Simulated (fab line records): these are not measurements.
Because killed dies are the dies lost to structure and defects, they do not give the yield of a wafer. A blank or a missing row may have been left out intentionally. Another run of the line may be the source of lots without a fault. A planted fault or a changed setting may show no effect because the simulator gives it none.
Comparing a struck lot with a sound one | flow nand_harc | 13 out of 1302 route steps
Sound: the wafers L945.2, L945.5, L945.6. Struck: wafers L966.1, L966.2, L966.6. Last of all comes the cause.
At each step with rows: each side's tool, then ch and its chambers, then its first start. Under that, the readings that differ: sound wafers | struck wafers | difference of the means | sigmas: that difference in standard deviations of wafers without a fault.
alike: a reading whose means differ by less than 2 such deviations, as well as words and numbers matching on both sides. not compared: withheld readings; readings where some wafer has no value; bounds like >300 that might hide an equal value; numbers whose values overlap and for which the record gives no deviation.
A row with sigmas, a row that says differs or no value, or rows on one side alone: a step with any of these is where the two part. When numbers do not overlap yet have no deviation, they are printed without sigmas and do not part them. A reading that every wafer of one side lacks parts them only if that side has two wafers or more.

first, 1 step without rows for these wafers: NHARC_A_CONTACT_STRIP_27 (strips in post etch residue remover, time 600 s).
NHARC_A_CONTACT_ALD_18: deposits TiN, target thk 3 nm, pulse time 1 s, ald cycles 150.
  sound on ald_metal-03 ch 0,1, day 23 23:52; struck on ald_metal-02 ch 0,2,3, day 32 01:17
  alike: heater_power_w, precursor_pulse_height_rel
NHARC_A_CONTACT_CVD_19: deposits W, target thk 300 nm, time 802 s.
  sound on cvd_w-02 ch 0,1; struck on cvd_w-02 ch 0,1
  alike: heater_power_w, throttle_valve_pct
NHARC_A_CONTACT_CMP_20: polishes, t overpolish 30 s, target thk 300 nm.
  sound on cmp-02 ch 1,2,3, day 24 00:58; struck on cmp-02 ch 0,1,3, day 32 02:22
  alike: motor_current_A, overpolish_run_s, time_to_endpoint_s
  not compared: pad_life_wafers
following that, these wafers have no rows for 1 step: NHARC_A_CONTACT_SRD_22.
NHARC_A_CONTACT_INSPECT_23:
  sound on defect_inspect-01 at day 24 01:20; struck on defect_inspect-01 at day 32 02:46
  alike: raw_defect_count
then, 5 steps without rows for these wafers: NHARC_A_BLC_DEHYDRATE_00 (time 120 s); NHARC_A_BLC_HMDS_01 (time 30 s); NHARC_A_BLC_COAT_02 (time 75 s); NHARC_A_BLC_COAT_03 (time 65 s); NHARC_A_BLC_COAT_04 (resist thk 90 nm).
NHARC_A_BLC_SOFTBAKE_05: time 55 s.
  sound on litho_track-06 ch 0, day 24 01:00; struck on litho_track-06 ch 0, day 32 02:00
  reading                  | sound                | struck               | difference | sigmas
  heater_power_total_W (W) | 188.69 188.43 188.49 | 183.29 183.19 183.25 | -5.29      | -38
following that, these wafers have no rows for 1 step: NHARC_A_BLC_EBR_06.

## WHERE THEY PART
Within this record, at NHARC_A_BLC_SOFTBAKE_05 only.

WHY: whatever the simulator had introduced
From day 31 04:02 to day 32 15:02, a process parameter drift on litho_track-06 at NHARC_A_BLC_SOFTBAKE_05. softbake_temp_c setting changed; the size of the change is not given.
